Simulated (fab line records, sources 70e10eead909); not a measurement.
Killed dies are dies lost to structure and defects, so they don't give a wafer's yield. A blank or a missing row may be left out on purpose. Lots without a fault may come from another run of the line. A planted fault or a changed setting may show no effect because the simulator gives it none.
Which tool did it? | flow nand_harc | 6 lots, 18 wafers sampled, at 5 steps of a route of 1302

WHAT THE GAUGES READ, wafer by wafer
NHARC_END_SORT_01.
lot  | measured     | on        | killed_at_array
L897 | day 31 19:13 | prober-01 | 159 168 159

WHICH TOOL RAN EACH LOT (tool, then ch and the chambers of the sampled wafers, then the start)
lot  | NHARC_A_WL_FILL_CVD_23           | NHARC_A_BONDPAD_DEP_00          | NHARC_A_BONDPAD_CMP_29        | NHARC_THIN_TSV_ETCHBACK_48
L884 | lpcvd_poly-02 ch 0, day 22 19:47 | pecvd-03 ch 0,2, day 24 23:38   | cmp-03 ch 0,2,3, day 25 00:03 | rie_diel-02 ch 1,2,3, day 25 19:03
L887 | lpcvd_poly-02 ch 0, day 24 08:20 | pecvd-03 ch 0,1,2, day 26 09:35 | cmp-01 ch 0,1, day 26 10:00   | rie_diel-11 ch 0,1,2, day 27 04:11
L889 | lpcvd_poly-04 ch 0, day 25 12:23 | pecvd-03 ch 0,2, day 27 16:04   | cmp-01 ch 1,2, day 27 16:26   | rie_diel-09 ch 1,3, day 28 14:25
L894 | lpcvd_poly-02 ch 0, day 26 16:20 | pecvd-03 ch 0,1,2, day 28 23:57 | cmp-02 ch 1,2,3, day 29 00:20 | rie_diel-09 ch 0,3, day 29 22:58
L897 | lpcvd_poly-02 ch 0, day 28 06:41 | pecvd-03 ch 0,1,2, day 30 09:13 | cmp-02 ch 0,1,2, day 30 09:41 | rie_diel-09 ch 0,1,3, day 31 03:57
L901 | lpcvd_poly-04 ch 0, day 29 19:10 | pecvd-01 ch 0,2, day 31 18:23   | cmp-02 ch 1,2,3, day 31 18:48 | rie_diel-11 ch 0,1,3, day 32 14:00
- NHARC_A_WL_FILL_CVD_23: deposits poly-Si, target thk 40 nm, time 800 s.
- NHARC_A_BONDPAD_DEP_00: deposits SiCN, target thk 250 nm.
- NHARC_A_BONDPAD_CMP_29: polishes SiCN, target thk 200 nm.
- NHARC_THIN_TSV_ETCHBACK_48: etches the open film in C4F8/Ar, target depth 1028.5 nm, time 405.17 s.

THE ANSWER, worked out from the rows above alone
Rule: what is usual is taken from the lots themselves. Put in order of their means at a reading, lots are off if they are a third of the lots or fewer, leave a main group of 4 or more, and stand apart from it by a gap of 3 or more times the standard deviation of the main group's means; of several such gaps the widest counts. A main group whose means are all the same, to the digits that the tables above print for the reading, isn't used. A lot without any number at a reading at which 4 lots or more have one is off too. The other lots that the step has rows for count as sound.
No lot is off at any reading shown: from this, nothing can be told.

WHAT THE SIMULATOR HAD PUT IN
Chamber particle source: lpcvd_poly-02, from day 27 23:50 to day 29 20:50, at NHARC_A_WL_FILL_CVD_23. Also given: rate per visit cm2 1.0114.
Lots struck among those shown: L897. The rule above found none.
